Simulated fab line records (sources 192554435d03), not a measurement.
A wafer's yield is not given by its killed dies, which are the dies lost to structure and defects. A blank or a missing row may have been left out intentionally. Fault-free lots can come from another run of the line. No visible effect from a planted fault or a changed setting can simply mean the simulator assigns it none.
Split-lot study | flow n5_finfet | route with 1938 steps; 7 lots, 39 wafers read

== ON THE SPLIT ==
At N5_MOL_CONTACT_COAG_ETCH_91 (etches SOC in N2/H2, target depth 60 nm, overetch 21 nm, time 101.2 s), the setting time_s was moved away from the recipe's 101.2 s on 15 of the 39 wafers read, by -50.8% to +43.8%. For the rest of the wafers, this setting stayed at what the recipe calls for.

The split's own step is where the reading is taken.

== THE READING ==
SiARC_of_MOL_CONTACT_COAG_COAT_76.thk_nm (the simulator's own value, which no gauge read), in nm, at N5_MOL_CONTACT_COAG_ETCH_91 (etches SOC in N2/H2, target depth 60 nm, overetch 21 nm, time 101.2 s). The file does not state a usual value for it. Here, 24 wafers ran the recipe; their average is 5.8 nm with a standard deviation of 0.12 nm.

wafer  | tool, chamber at the split | time_s as run, s | against the recipe | SiARC_of_MOL_CONTACT_COAG_COAT_76.thk_nm, nm | against lot-mates on the recipe
L074.1 | rie_diel-06, 3,3,1         | 101.2            | recipe             | 5.8                                          | -
L074.4 | rie_diel-06, 3,3,1         | 101.2            | recipe             | 5.8                                          | -
L074.6 | rie_diel-06, 3,3,1         | 101.2            | recipe             | 5.8                                          | -
L076.1 | rie_diel-03, 0,1,0         | 49.74            | -50.8%             | 8                                            | +2.3
L076.5 | rie_diel-03, 0,1,0         | 49.74            | -50.8%             | 8                                            | +2.3
L076.6 | rie_diel-03, 0,1,0         | 49.74            | -50.8%             | 8                                            | +2.3
L076.2 | rie_diel-03, 2             | 101.2            | recipe             | 5.6                                          | -
L076.3 | rie_diel-03, 3,1           | 101.2            | recipe             | 5.8                                          | -
L076.4 | rie_diel-03, 3,1           | 101.2            | recipe             | 5.8                                          | -
L077.1 | rie_diel-03, 1,3           | 145.5            | +43.8%             | 4                                            | -1.9
L077.3 | rie_diel-03, 1,3           | 145.5            | +43.8%             | 4                                            | -1.9
L077.2 | rie_diel-03, 0             | 101.2            | recipe             | 6                                            | -
L077.4 | rie_diel-03, 2             | 145.5            | +43.8%             | 3.8                                          | -2.1
L077.5 | rie_diel-03, 2,1           | 101.2            | recipe             | 5.8                                          | -
L077.6 | rie_diel-03, 2,1           | 101.2            | recipe             | 5.8                                          | -
L091.1 | rie_diel-06, 2,1,2         | 85               | -16.0%             | 6.6                                          | +0.9
L091.4 | rie_diel-06, 2,1,2         | 85               | -16.0%             | 6.6                                          | +0.9
L091.6 | rie_diel-06, 2,1,2         | 85               | -16.0%             | 6.6                                          | +0.9
L091.2 | rie_diel-06, 1,0           | 101.2            | recipe             | 5.8                                          | -
L091.5 | rie_diel-06, 1,0           | 101.2            | recipe             | 5.8                                          | -
L091.3 | rie_diel-06, 0             | 101.2            | recipe             | 5.6                                          | -
L092.1 | rie_diel-03, 3             | 101.2            | recipe             | 6                                            | -
L092.2 | rie_diel-03, 2,1           | 101.2            | recipe             | 5.8                                          | -
L092.4 | rie_diel-03, 2,1           | 101.2            | recipe             | 5.8                                          | -
L092.3 | rie_diel-03, 0             | 82.44            | -18.5%             | 6.8                                          | +0.9
L092.5 | rie_diel-03, 2,1           | 82.44            | -18.5%             | 6.6                                          | +0.7
L092.6 | rie_diel-03, 2,1           | 82.44            | -18.5%             | 6.6                                          | +0.7
L093.1 | rie_diel-06, 1             | 101.2            | recipe             | 6                                            | -
L093.4 | rie_diel-06, 1             | 101.2            | recipe             | 6                                            | -
L093.2 | rie_diel-06, 0             | 101.2            | recipe             | 5.8                                          | -
L093.3 | rie_diel-06, 2             | 136.6            | +35.0%             | 4.6                                          | -1.3
L093.6 | rie_diel-06, 2             | 136.6            | +35.0%             | 4.6                                          | -1.3
L093.5 | rie_diel-06, 0             | 136.6            | +35.0%             | 4.2                                          | -1.7
L095.1 | rie_diel-06, 2,1,1         | 101.2            | recipe             | 6                                            | -
L095.4 | rie_diel-06, 2,1,1         | 101.2            | recipe             | 6                                            | -
L095.5 | rie_diel-06, 2,1,1         | 101.2            | recipe             | 6                                            | -
L095.2 | rie_diel-06, 3             | 101.2            | recipe             | 5.6                                          | -
L095.3 | rie_diel-06, 0             | 101.2            | recipe             | 5.8                                          | -
L095.6 | rie_diel-06, 0             | 101.2            | recipe             | 5.8                                          | -
When a row names more than one chamber, that row covers several wafers, and the file does not tell which wafer ran in which chamber.

THE FIT
A straight line over all 39 wafers: SiARC_of_MOL_CONTACT_COAG_COAT_76.thk_nm changes by -0.0425 nm for each +1% of time_s; r = -0.99; the points scatter about the line by 0.13 nm.
The same after taking each lot's own level away (the mean of its wafers on the recipe; 39 wafers): -0.0442 nm for each +1%; r = -0.99; scatter 0.12 nm.
The reading moves by 2.2 nm for the largest change in time_s, on that fit.
The lots' own levels span 5.73 to 5.93 nm, that is 1.6 times the standard deviation above.
Hence the lot-to-lot level has little effect on the slope; both slopes agree.
Check: +2.27 nm against its lot-mates is what the line predicts for one of the wafers moved furthest among these (-50.8%) when that wafer is left out of the fit. It came out at +2.27 nm against them.

== FURTHER SPLITS ON THESE WAFERS ==
These wafers also went through other splits before the reading. Each is held against what the fit with the lots' levels taken away leaves over:
other split on the same wafers        | wafers away from the commonest value | r with SiARC_of_MOL_CONTACT_COAG_COAT_76.thk_nm (lot level and that fit taken away)
N5_STI_FIN_REVEAL_ALD_00 target_thk_a | 12                                   | +0.13
N5_SD_EPI_P_EPI_21 time_s             | 15                                   | +0.08
N5_GATE_CUT_HM_DEP_46 time_s          | 12                                   | -0.02

== THE WHOLE CHAIN: every reading that the file lists as answering this split, in the file's order ==
step                        | what it does                                                          | reading                                                                                   | change (the file's fit)                                                                       | r (the file's)
N5_MOL_CONTACT_COAG_ETCH_91 | etches SOC in N2/H2, target depth 60 nm, overetch 21 nm, time 101.2 s | SiARC_of_MOL_CONTACT_COAG_COAT_76.thk_nm (the simulator's own value, which no gauge read) | -0.0442 nm for each +1% of the setting                                                        | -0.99
N5_MOL_CONTACT_COAG_ETCH_47 | etches SiNx in CH3F/O2, stops on W, target depth 27 nm                | etch_rf_on_time_s                                                                         | not straight: withheld at the lowest setting, withheld at the recipe, withheld at the highest | not given

== FILE'S OWN FIT ==
SiARC_of_MOL_CONTACT_COAG_COAT_76.thk_nm changes by -0.0442 nm for each +1% of time_s, r = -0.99.
